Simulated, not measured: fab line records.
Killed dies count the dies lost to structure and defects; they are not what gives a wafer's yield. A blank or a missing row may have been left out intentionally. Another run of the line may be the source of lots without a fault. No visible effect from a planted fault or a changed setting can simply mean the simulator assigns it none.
Code-filled problem report in 8D (eight disciplines) form ; flow n5-finfet ; the parts of the form that need people (team, actions taken, sign-off) are left out

== 1. WHAT WENT WRONG ==
Wafers without a fault read 41, standard deviation 16; raw-defect-count at N5_MOL_CONTACT_COAG_INSPECT_97 reads a mean of 886 on 2 wafers belonging to 2 lots. Measured from the usual mean, that is +53 standard deviations.
The step: inspects for defects (darkfield).
Earliest sighting: wafer L249.1 on defect-inspect-02 at day 8 19:54. Wafers with a number at this step in the record: 25, from 9 lots. Rule for "out" (also "out of limits"): further than 4 standard deviations from the usual mean. All remaining wafers that have a number are taken as sound.

== 2. WHAT IT IS AND WHAT IT IS NOT ==
question;is;is not
which readings at this step;raw-defect-count;-
which lots;L249, L253;L238, L240, L241, L244, L250, L256, L257
which wafers of those lots;L249.1, L253.1;L249.2, L253.2
read on which gauges;defect-inspect-02;defect-inspect-01
when;from day 8 19:54;"up to then (13 sound wafers); but 10 sound wafers of L250, L253, L256, L257 came after"

== 3. WHAT RULES OUT EACH SUSPECT ==
Counting: a tool at a process step up to the reading stays a suspect if it ran every lot that is out. Sound lots after the first of them don't rule it out here, since some wafers of a struck lot are sound.
- the gauge at N5_MOL_CONTACT_COAG_INSPECT_97: ruled out. All the wafers that are out were read on defect-inspect-02, but those of them that N5_MOL_CONTACT_COAG_CMP_52 has rows for are out there too, on other tools.
- plasma-asher-01 at N5_MOL_CONTACT_COAG_STRIP_49 (strips in N2/H2, time 30 s): kept. It processed each lot that is out (first: L249, day 8 15:56); up to then, its last sound lot is L244 (day 7 17:01).
- cmp-01 at N5_MOL_CONTACT_COAG_CMP_52 (polishes, stops on SiO2, t overpolish 1.5 s, target thk 66.5 nm): kept. It processed each lot that is out (first: L249, day 8 16:38); up to then, its last sound lot is L244 (day 7 17:37). Its own overpolish-run-s, time-to-endpoint-s readings are out on those wafers.
- Within plasma-asher-01 at N5_MOL_CONTACT_COAG_STRIP_49, the wafers that are out were processed in chamber 1 and their sound lot-mates in chamber 0.
- Within cmp-01 at N5_MOL_CONTACT_COAG_CMP_52: the wafers that are out ran in chambers 1, 2; their sound lot-mates ran in chambers 0, 3.
The count leaves cmp-01 at N5_MOL_CONTACT_COAG_CMP_52 and plasma-asher-01 at N5_MOL_CONTACT_COAG_STRIP_49.

== 4. THE CAUSE (what the simulator had put in) ==
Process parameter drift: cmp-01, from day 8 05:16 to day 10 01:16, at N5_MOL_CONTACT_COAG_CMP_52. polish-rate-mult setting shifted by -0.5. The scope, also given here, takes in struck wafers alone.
2 suspects survive the count, and this tool is in that group.

== 5. SEQUENCE OF EFFECTS, ordered by route ==
One row per reading whose mean, taken over the struck wafers that have a number, lies over 3 standard deviations from the usual. Readings are gone through only where the record gives a usual standard deviation; hours: the median, over the lots, of the time from a lot's start at the first step in this table giving one to that lot's start at this step; sigmas: the change measured in usual standard deviations.
hours;step;reading;usual;on struck wafers;change;sigmas
0;N5_MOL_CONTACT_COAG_CMP_52;overpolish-run-s;1.500 s;0.032;-1.468;-99 or more
0;N5_MOL_CONTACT_COAG_CMP_52;time-to-endpoint-s;12.3 s;26.0;+13.7;+5.7
3;N5_MOL_CONTACT_COAG_INSPECT_97;raw-defect-count;41;886;+846;+53
173;N5_PASSIVATION_PROBE_49;defect-limited-yield;91.4 %;40.6;-50.8;-36
173;N5_PASSIVATION_PROBE_49;killed-at-contacts;13;601;+588;+93
173;N5_PASSIVATION_PROBE_49;killed-dies;101;700;+600;+37
173;N5_PASSIVATION_PROBE_49;killed-on-rim;13;152;+139;+36
173;N5_PASSIVATION_PROBE_49;sort-n-pass;1079;480;-600;-37
173;N5_PASSIVATION_PROBE_49;sort-yield-pct;91.4 %;40.6;-50.8;-36
Here are the process steps it includes:
- N5_MOL_CONTACT_COAG_CMP_52: polishes, stops on SiO2, t overpolish 1.5 s, target thk 66.5 nm.
- N5_PASSIVATION_PROBE_49
Later steps that measure or inspect, where all struck wafers having a row at the step show a number for every such reading and not one has moved that far: N5_BEOL_M4_RC_MEAS_101.

== 6. HOW IT WOULD HAVE BEEN CAUGHT EARLIER ==
In this record the first reading out of limits at a measuring or inspecting step was taken at day 8 19:54, 15 hours after the fault began at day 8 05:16.
Tool's own readings at N5_MOL_CONTACT_COAG_CMP_52, overpolish-run-s, time-to-endpoint-s: out on all struck wafers the step has rows for; an alarm limit on them would have tripped on the first.
Among the 2 lots that are out, L253 began N5_MOL_CONTACT_COAG_CMP_52 on cmp-01 after day 8 19:54. Putting the tool on hold at that point would have spared it.
